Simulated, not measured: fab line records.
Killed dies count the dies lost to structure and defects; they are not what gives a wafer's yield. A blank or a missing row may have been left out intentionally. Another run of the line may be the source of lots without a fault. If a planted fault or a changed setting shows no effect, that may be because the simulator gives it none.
Matching of chambers ; flow nand_harc ; 4 sister chambers for NHARC_A_M0_DESCUM_14 on rie_diel-12
The step chemistry O2, time 3 s. 16 wafers are shown with their chamber, then 8 later ones without.

== WAFERS, EACH WITH ITS CHAMBER ==
wafer;chamber;drypump_motor_current_A (A);showerhead_plenum_p_Torr (Torr);oes_product_au (a.u.)
L078.1;1;4.8;1.90;0.986
L078.2;3;5.1;1.79;1.007
L078.4;0;5.9;1.80;0.969
L086.1;3;5.1;1.79;1.005
L086.5;0;5.9;1.80;0.985
L086.6;1;4.8;1.90;0.989
L083.1;0;5.9;1.80;0.993
L083.3;2;6.5;1.78;0.983
L083.6;3;5.0;1.79;1.010
L087.1;0;5.9;1.79;0.998
L087.3;1;4.8;1.89;0.992
L087.4;3;5.1;1.79;1.013
L093.1;3;5.0;1.79;1.017
L093.3;1;4.8;1.89;0.995
L093.4;0;5.9;1.79;0.993
L091.1;1;4.8;1.89;0.985

SIGNATURES, as means of the wafers listed above
reading;chamber 0;chamber 1;chamber 2;chamber 3;scatter within a chamber
drypump_motor_current_A;5.900;4.800;6.500;5.060;0.0316
showerhead_plenum_p_Torr;1.7960;1.8940;1.7800;1.7900;0.00447
oes_product_au;0.98760;0.98940;0.98300;1.01040;0.00753
Rule: for each reading, subtract the chamber's mean from the wafer's reading, divide by that reading's scatter and square the result; add these up over the readings and take the root, which gives the wafer's distance from the chamber. The wafer belongs to the nearest chamber; if the next one is less than 2 further off, it can't be placed. How the scatter is found: for the shown wafers, subtract from each reading the mean of its chamber, square and add these, divide the total by (wafers less chambers), then take the root.

== WAFERS MISSING THEIR CHAMBER ==
wafer;drypump_motor_current_A (A);showerhead_plenum_p_Torr (Torr);oes_product_au (a.u.)
L091.3;6.6;1.78;0.972
L091.4;5.0;1.79;1.011
L095.1;6.5;1.78;0.989
L095.2;4.8;1.89;1.001
L095.4;5.9;1.79;0.988
L095.3;5.1;1.79;1.018
L095.5;4.8;1.89;0.997
L095.6;6.5;1.78;0.990

== WHICH CHAMBER EACH ONE RAN IN ==
wafer;from the rows above;in truth
L091.3;2;2
L091.4;3;3
L095.1;2;2
L095.2;1;1
L095.4;0;0
L095.3;3;3
L095.5;1;1
L095.6;2;2
Placed correctly: 8 of 8. From these rows, 0 cannot be placed. Placed wrongly: 0.
